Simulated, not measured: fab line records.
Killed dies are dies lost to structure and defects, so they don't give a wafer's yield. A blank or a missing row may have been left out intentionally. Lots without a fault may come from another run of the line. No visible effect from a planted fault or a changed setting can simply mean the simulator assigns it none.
Comparing a struck lot with a sound one :: flow n5-finfet :: 35 out of 1938 route steps
Sound: these wafers, L352.1, L352.3, L352.4. Struck: wafer L339.5 (L339.2, L339.4, from the same lot, were not struck and are left out); the cause is given at the end.
Each step with rows lists, per side, the tool, then ch with its chambers, then its first start. Under that, the readings that differ: sound wafers :: struck wafers :: difference of the means :: sigmas: that difference in standard deviations of wafers without a fault.
alike: readings with means less than 2 such deviations apart, plus words and numbers identical on both sides. not compared: withheld readings, readings lacking a value on some wafer, bounds such as >300 that could conceal the same value, and numbers that have no deviation in the record and whose values overlap.
Wherever a step has rows on one side only, a row that says differs or no value, or a row with sigmas, the two part there. Numbers that have no deviation but don't overlap get no sigmas and don't part them. A reading that every wafer of one side lacks parts them only if that side has two wafers or more.

first, 9 steps without rows for these wafers: N5_PMOS_HMC_CHANNEL_EPI_EXPOSE_06 (exposes mask PMOS HMC BLK, target cd 240 nm); N5_PMOS_HMC_CHANNEL_EPI_PEB_07 (peb time 60 s); N5_PMOS_HMC_CHANNEL_EPI_DEVELOP_08 (develop time 30 s); N5_PMOS_HMC_CHANNEL_EPI_DESCUM_14 (chemistry O2, time 7.9 s); N5_PMOS_HMC_CHANNEL_EPI_ETCH_32 (etches BARC in N2/H2, stops on SiO2, target depth 85.8 nm, time 50.3 s); N5_PMOS_HMC_CHANNEL_EPI_HM_OPEN_15 (chemistry CHF3/O2, target SiO2, target depth 40.6 nm, time 20.3 s); N5_PMOS_HMC_CHANNEL_EPI_STRIP_33 (strips in N2/H2); N5_PMOS_HMC_CHANNEL_EPI_STRIP_17 (strips in SPM, time 750 s); N5_PMOS_HMC_CHANNEL_EPI_ETCH_38 (etches SiO2 in CF4, target depth 1.5 nm).
N5_PMOS_HMC_CHANNEL_EPI_FIN_RECESS_16: chemistry HBr/Cl2, target Si, target depth 54 nm, time 18 s.
  sound on rie-si-01 ch 0,1,2, day 6 05:56; struck on rie-si-01 ch 1, day 2 23:34
  alike: drypump-motor-current-A, oes-product-au, throttle-valve-pct
  not compared: rf-hours-counter-h
then, 24 steps without rows for these wafers: N5_PMOS_HMC_CHANNEL_EPI_PRECLEAN_36 (cleans in O3/DIW, time 45 s); N5_PMOS_HMC_CHANNEL_EPI_PRECLEAN_18 (cleans in DHF, time 30 s); N5_PMOS_HMC_CHANNEL_EPI_SRD_19 (time 30 s); N5_PMOS_HMC_CHANNEL_EPI_EPI_20 (deposits SiGe30, target thk 59 nm); N5_PMOS_HMC_CHANNEL_EPI_HM_STRIP_35 (strips SiO2 in dHF, material SiO2, target depth 39.6 nm, time 216 s); N5_PMOS_HMC_CHANNEL_EPI_SRD_39 (time 30 s); N5_PMOS_HMC_CHANNEL_EPI_CMP_21 (polishes SiGe30, target thk 54 nm); N5_PMOS_HMC_CHANNEL_EPI_PRECLEAN_40 (cleans in DHF, time 30 s); N5_PMOS_HMC_CHANNEL_EPI_PRECLEAN_37 (cleans in O3/DIW, time 45 s); N5_PMOS_HMC_CHANNEL_EPI_PRECLEAN_24 (cleans in DHF, time 30 s); N5_PMOS_HMC_CHANNEL_EPI_SRD_25 (time 30 s); N5_PMOS_HMC_CHANNEL_EPI_EPI_26 (deposits Si from SiH4/H2, target thk 3.8 nm, time 22.7 s); N5_FIN_SAQP_PRECLEAN_42 (cleans in O3/DIW, time 60 s); N5_FIN_SAQP_PRECLEAN_00 (cleans in SC1, time 60 s); N5_FIN_SAQP_PRECLEAN_44 (cleans in SC2, time 45 s); N5_FIN_SAQP_SRD_01 (time 30 s); N5_FIN_SAQP_ALD_61 (deposits SiO2, target thk 4 nm, pulse time 1 s, purge time 2 s); N5_FIN_SAQP_DENSIFY_62 (time 60 s); N5_FIN_SAQP_HM_DEP_03 (deposits SiNx from SiH4/NH3/N2, target thk 38 nm, time 33.6 s); N5_FIN_SAQP_PECVD_47 (deposits a-Si from SiH4/He, target thk 45 nm, time 36.3 s); N5_FIN_SAQP_PECVD_48 (deposits SiNx from SiH4/NH3/N2, target thk 25 nm, time 22.1 s); N5_FIN_SAQP_PECVD_06 (deposits a-Si from SiH4/He, target thk 60 nm, time 48.1 s); N5_FIN_SAQP_HM_DEP_72 (deposits SiO2 from SiH4/N2O, target thk 12 nm, time 7.2 s); N5_FIN_SAQP_COAT_49 (time 60 s, resist thk 100 nm).
-- a jump in the record: the struck wafers' starts before and after are 11 days apart (it breaks off in module FIN_SAQP and resumes in module PASSIVATION, where the first step shown is number 1936 of the route) --
N5_PASSIVATION_PROBE_49:
  sound on prober-02, day 17 11:28; struck on prober-01, day 13 21:41
reading: defect-limited-yield (%)
sound: 93.1 89.9 93.1
struck: 85.6
difference: -6.4
sigmas: -4

reading: killed-at-front-end
sound: 42 57 34
struck: 127
difference: +83
sigmas: +8

reading: killed-dies
sound: 82 119 81
struck: 170
difference: +76
sigmas: +4

reading: sort_bin_5_function (%)
sound: 3.8 5.5 4.3
struck: 9.7
difference: +5.2
sigmas: +5

reading: sort-n-pass
sound: 1098 1061 1099
struck: 1010
difference: -76
sigmas: -4

reading: sort-yield-pct (%)
sound: 93.1 89.9 93.1
struck: 85.6
difference: -6.4
sigmas: -4
  alike: killed_at_M0_to_M3, killed_at_M4_up, killed-at-contacts, killed-at-other, killed-open, killed-short, sort_bin_6_memory

WHERE THEY PART
Only at N5_PASSIVATION_PROBE_49, as far as this record shows.

WHY: the cause the simulator had injected
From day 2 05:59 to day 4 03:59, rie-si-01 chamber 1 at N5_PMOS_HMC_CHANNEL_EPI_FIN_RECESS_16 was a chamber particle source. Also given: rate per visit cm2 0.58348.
